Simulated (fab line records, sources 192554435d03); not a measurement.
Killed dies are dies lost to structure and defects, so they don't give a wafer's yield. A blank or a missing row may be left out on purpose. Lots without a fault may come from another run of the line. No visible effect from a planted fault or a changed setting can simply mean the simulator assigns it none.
Which tool is to blame? -- flow n5-finfet -- 33 wafers from 11 lots sampled at 5 of the route's 1938 steps

## WHAT THE GAUGES READ, wafer by wafer
N5_BEOL_M4_RC_MEAS_101.
lot,measured,on,DIBL_N (mV/V),DIBL_P (mV/V),IOFF_N (nA/um),IOFF_P (nA/um),ION_N (uA/um),ION_P (uA/um),SS_N (mV/dec),SS_P (mV/dec),VT_N (mV),VT_P (mV)
L206,day 7 18:14,prober-02,35.4 36.9 38.8,34.9 35.9 37.9,0.115 0.139 0.175,0.18 0.19 0.23,662 667 679,461 463 462,70.7 71.1 72.4,72.2 72.0 73.5,256 254 250,-253 -251 -250
L207,day 7 23:23,prober-01,34.9 36.3 36.6,32.7 35.0 35.8,0.118 0.145 0.162,0.16 0.19 0.22,658 676 675,451 466 467,71.1 71.4 71.1,71.6 73.5 73.3,255 252 247,-254 -251 -248
L211,day 9 14:28,prober-01,34.5 35.4 36.9,34.6 34.6 37.2,0.125 0.136 0.161,0.16 0.17 0.20,674 672 676,456 459 455,70.6 71.2 71.5,73.4 72.7 73.4,254 253 252,-256 -255 -249
L209,day 9 12:37,prober-01,37.9 35.4 36.3,38.3 34.5 35.2,0.189 0.134 0.162,0.27 0.20 0.22,690 679 677,472 465 466,71.9 71.2 70.9,74.3 73.4 73.4,247 251 248,-244 -248 -247
L212,day 9 13:09,prober-02,36.1 37.2 37.6,36.8 37.7 38.2,0.167 0.183 0.205,0.26 0.29 0.31,682 678 691,469 469 478,71.8 71.8 72.7,73.0 73.2 73.7,248 248 246,-249 -244 -241
L210,day 9 16:43,prober-02,37.3 38.8 37.0,36.7 38.8 36.2,0.142 0.179 0.137,0.21 0.25 0.20,666 688 660,465 468 461,71.2 72.3 71.1,72.9 73.8 72.8,252 249 255,-248 -248 -251
L215,day 9 21:20,prober-02,34.8 34.7 35.2,35.5 36.2 35.7,0.154 0.152 0.161,0.22 0.24 0.23,681 685 672,478 478 460,71.6 71.5 72.5,72.6 72.9 73.2,254 253 250,-247 -244 -245
L224,day 12 16:59,prober-01,35.1 32.9 35.9,34.6 32.8 35.6,0.135 0.105 0.148,0.18 0.17 0.20,672 659 676,460 455 463,70.4 70.3 70.7,73.1 71.8 73.5,252 257 249,-250 -251 -252
L225,day 12 20:47,prober-02,35.8 33.0 35.1,36.4 32.9 35.1,0.151 0.107 0.144,0.23 0.17 0.21,665 649 672,460 454 461,71.4 70.8 71.1,72.8 72.0 73.1,251 252 252,-247 -252 -250
L226,day 13 10:53,prober-01,34.1 38.7 34.6,35.2 39.7 37.3,0.132 0.234 0.162,0.18 0.26 0.22,647 708 687,459 469 470,71.3 72.9 72.3,73.8 74.2 73.6,253 244 246,-253 -247 -254
L227,day 13 18:34,prober-01,37.7 36.0 35.0,38.0 36.1 33.9,0.210 0.178 0.142,0.29 0.24 0.20,692 681 678,477 473 467,72.4 71.2 71.7,73.5 73.3 72.5,247 246 250,-245 -248 -250

## TOOL THAT RAN EACH LOT (tool first, then ch and the chambers of the sampled wafers, then the start)
lot,N5_BEOL_M1_SPUTTER_86,N5_BEOL_M1_SPUTTER_88,N5_BEOL_M2_HM_DEP_02,N5_BEOL_M2_COAT_61
L206,"pvd-sputter-03, day 6 11:11","pvd-sputter-03, day 6 11:24","pvd-sputter-03, day 6 15:07","litho-track-02 ch 0, day 6 15:14"
L207,"pvd-sputter-03, day 6 16:47","pvd-sputter-03, day 6 17:01","pvd-sputter-03, day 6 19:14","litho-track-02 ch 0, day 6 19:22"
L211,"pvd-sputter-03, day 7 17:46","pvd-sputter-03, day 7 17:59","pvd-sputter-02, day 7 20:10","litho-track-01 ch 0, day 7 20:17"
L209,"pvd-sputter-01, day 7 17:56","pvd-sputter-01, day 7 18:09","pvd-sputter-02, day 7 20:19","litho-track-02 ch 0, day 7 20:27"
L212,"pvd-sputter-02, day 7 18:37","pvd-sputter-02, day 7 18:50","pvd-sputter-03, day 7 22:11","litho-track-02 ch 0, day 7 22:19"
L210,"pvd-sputter-03, day 7 20:56","pvd-sputter-03, day 7 21:09","pvd-sputter-01, day 7 23:18","litho-track-01 ch 0, day 7 23:26"
L215,"pvd-sputter-03, day 8 15:33","pvd-sputter-03, day 8 15:46","pvd-sputter-02, day 8 17:57","litho-track-01 ch 0, day 8 18:04"
L224,"pvd-sputter-03, day 10 22:47","pvd-sputter-03, day 10 23:00","pvd-sputter-01, day 11 02:08","litho-track-01 ch 0, day 11 02:17"
L225,"pvd-sputter-02, day 11 05:51","pvd-sputter-02, day 11 06:04","pvd-sputter-02, day 11 08:37","litho-track-02 ch 0, day 11 08:44"
L226,"pvd-sputter-01, day 11 15:54","pvd-sputter-01, day 11 16:07","pvd-sputter-01, day 11 20:34","litho-track-02 ch 0, day 11 20:41"
L227,"pvd-sputter-03, day 11 18:38","pvd-sputter-03, day 11 18:51","pvd-sputter-01, day 11 21:32","litho-track-02 ch 0, day 11 21:40"
- N5_BEOL_M1_SPUTTER_86: material Cu, target thk 4.5 nm, time 8.29 s.
- N5_BEOL_M1_SPUTTER_88: material Cu, target thk 4.5 nm, time 8.29 s.
- N5_BEOL_M2_HM_DEP_02: deposits TiN, target thk 20 nm.
- N5_BEOL_M2_COAT_61: time 60 s, resist thk 60 nm.

## AS READ BY THE TOOLS THEMSELVES (means over the sampled wafers that have a number; for cases with no such wafer, the mark the record gives instead)
N5_BEOL_M1_SPUTTER_86.
lot,tool,throttle-valve-pct (%)
L206,pvd-sputter-03,29.4
L207,pvd-sputter-03,29.2
L211,pvd-sputter-03,28.9
L209,pvd-sputter-01,30.4
L212,pvd-sputter-02,31.0
L210,pvd-sputter-03,29.6
L215,pvd-sputter-03,29.1
L224,pvd-sputter-03,29.7
L225,pvd-sputter-02,30.7
L226,pvd-sputter-01,30.5
L227,pvd-sputter-03,29.8

N5_BEOL_M1_SPUTTER_88.
lot,tool,throttle-valve-pct (%)
L206,pvd-sputter-03,29.6
L207,pvd-sputter-03,29.2
L211,pvd-sputter-03,29.0
L209,pvd-sputter-01,30.3
L212,pvd-sputter-02,30.9
L210,pvd-sputter-03,29.4
L215,pvd-sputter-03,29.0
L224,pvd-sputter-03,29.6
L225,pvd-sputter-02,30.9
L226,pvd-sputter-01,30.6
L227,pvd-sputter-03,29.5

N5_BEOL_M2_HM_DEP_02.
lot,tool,throttle-valve-pct (%)
L206,pvd-sputter-03,29.0
L207,pvd-sputter-03,29.1
L211,pvd-sputter-02,29.7
L209,pvd-sputter-02,29.6
L212,pvd-sputter-03,29.6
L210,pvd-sputter-01,31.1
L215,pvd-sputter-02,30.2
L224,pvd-sputter-01,30.0
L225,pvd-sputter-02,30.7
L226,pvd-sputter-01,30.2
L227,pvd-sputter-01,30.1

N5_BEOL_M2_COAT_61.
lot,tool,spin-speed-rpm (rpm)
L206,litho-track-02,1500.2
L207,litho-track-02,1500.4
L211,litho-track-01,1499.6
L209,litho-track-02,1420.0
L212,litho-track-02,1419.2
L210,litho-track-01,1499.9
L215,litho-track-01,1499.7
L224,litho-track-01,1500.1
L225,litho-track-02,1499.9
L226,litho-track-02,1501.6
L227,litho-track-02,1501.4

## THE ANSWER, worked out from the rows above alone
Rule: what is usual is taken from the lots themselves. The widest of any qualifying gaps counts: lots, ordered by their means at a reading, are off when they make up no more than a third of the lots, leave a main group of 4 or more, and stand apart from it by 3 or more times the standard deviation of that group's means. The tables above print the reading to a certain number of digits; a main group whose means all agree to those digits is not used. Also off: a lot with no number at a reading for which 4 or more lots have one. Any other lot the step has rows for is counted as sound. After the gauges, taken in route order, come the tools' own readings; for these a lot's mean is taken, as printed above. At the first step where some lot is off, the reading lying furthest off is the one used; lots without a number count as furthest.
Off: L209, L212, at N5_BEOL_M2_COAT_61 (spin-speed-rpm). The main group has a mean of 1500.3 rpm with a standard deviation of 0.68.
If a tool, at that step or one of the process steps before it, ran each lot that is off and ran no sound lot following the first of them, it fits. Of those tried, none fits.

## WHAT WAS PUT IN BY THE SIMULATOR
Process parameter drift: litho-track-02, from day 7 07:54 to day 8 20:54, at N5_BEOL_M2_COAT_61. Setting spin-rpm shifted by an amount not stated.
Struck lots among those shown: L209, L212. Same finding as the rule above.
